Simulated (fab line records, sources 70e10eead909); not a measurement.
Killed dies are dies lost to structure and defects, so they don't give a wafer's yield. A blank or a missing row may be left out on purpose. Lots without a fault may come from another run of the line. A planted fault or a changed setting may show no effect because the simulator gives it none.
Chamber matching | flow nand_harc | NHARC_A_STAIRCASE_DESCUM_168 on rie_diel-03: 4 sister chambers
The step chemistry O2, time 3 s. 18 wafers are shown with their chamber, then 9 later ones without.

WAFERS WITH THEIR CHAMBER
wafer  | chamber | showerhead_plenum_p_Torr (Torr) | throttle_valve_pct (%) | oes_product_au (a.u.)
L075.1 | 2       | 2.04                            | 11.318                 | 1.005
L075.2 | 3       | 1.78                            | 11.311                 | 1.012
L075.3 | 1       | 1.83                            | 11.321                 | 1.001
L080.3 | 3       | 1.77                            | 11.306                 | 1.012
L080.5 | 3       | 1.77                            | 11.297                 | 1.002
L080.6 | 1       | 1.82                            | 11.313                 | 0.989
L081.1 | 1       | 1.82                            | 11.299                 | 0.999
L081.4 | 3       | 1.77                            | 11.301                 | 0.999
L081.6 | 2       | 2.03                            | 11.322                 | 1.001
L087.1 | 3       | 2.08                            | 11.315                 | 1.005
L087.2 | 2       | 2.03                            | 11.309                 | 1.003
L087.5 | 3       | 2.08                            | 11.298                 | 1.000
L088.3 | 3       | 2.07                            | 11.307                 | 0.998
L088.4 | 0       | 1.84                            | 11.304                 | 0.997
L088.5 | 2       | 2.03                            | 11.323                 | 1.002
L090.1 | 2       | 2.02                            | 11.324                 | 0.999
L090.2 | 0       | 1.83                            | 11.300                 | 0.994
L090.5 | 2       | 2.02                            | 11.320                 | 1.010

SIGNATURES (means of the wafers above)
reading                  | chamber 0 | chamber 1 | chamber 2 | chamber 3 | scatter within a chamber
showerhead_plenum_p_Torr | 1.8350    | 1.8233    | 2.0283    | 1.9029    | 0.107
throttle_valve_pct       | 11.30200  | 11.31100  | 11.31933  | 11.30500  | 0.00696
oes_product_au           | 0.99550   | 0.99633   | 1.00333   | 1.00400   | 0.00514
Rule: a wafer's distance from a chamber is the root of the sum, over the readings, of the square of ((its reading less the chamber's mean) divided by the reading's scatter). The wafer belongs to the nearest chamber; if the next one is less than 2 further off, it can't be placed. The scatter: the root of (the sum of the squares of (reading less its chamber's mean) over the shown wafers, divided by (wafers less chambers)).

WAFERS WITHOUT THEIR CHAMBER
wafer  | showerhead_plenum_p_Torr (Torr) | throttle_valve_pct (%) | oes_product_au (a.u.)
L094.1 | 1.80                            | 11.328                 | 1.001
L094.2 | 1.83                            | 11.294                 | 0.992
L094.6 | 2.02                            | 11.315                 | 1.011
L097.1 | 2.02                            | 11.321                 | 1.007
L097.3 | 1.80                            | 11.306                 | 1.002
L097.6 | 2.07                            | 11.303                 | 1.000
L096.1 | 1.80                            | 11.302                 | 1.008
L096.3 | 2.06                            | 11.328                 | 1.017
L096.4 | 2.02                            | 11.315                 | 1.004

WHICH CHAMBER EACH WENT THROUGH
wafer  | from the rows above               | in truth
L094.1 | can't be placed: 2 or 1 or 3 or 0 | 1
L094.2 | can't be placed: 0 or 1 or 3      | 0
L094.6 | can't be placed: 2 or 3 or 1      | 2
L097.1 | can't be placed: 2 or 3           | 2
L097.3 | can't be placed: 3 or 1 or 0 or 2 | 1
L097.6 | can't be placed: 3 or 0 or 2 or 1 | 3
L096.1 | can't be placed: 3 or 0 or 1      | 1
L096.3 | can't be placed: 2 or 3           | 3
L096.4 | can't be placed: 2 or 3 or 1      | 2
Placed correctly: 0 of 9. Can't be placed from these rows: 9 (the true chamber is among the candidates in 9). Placed wrongly: 0.
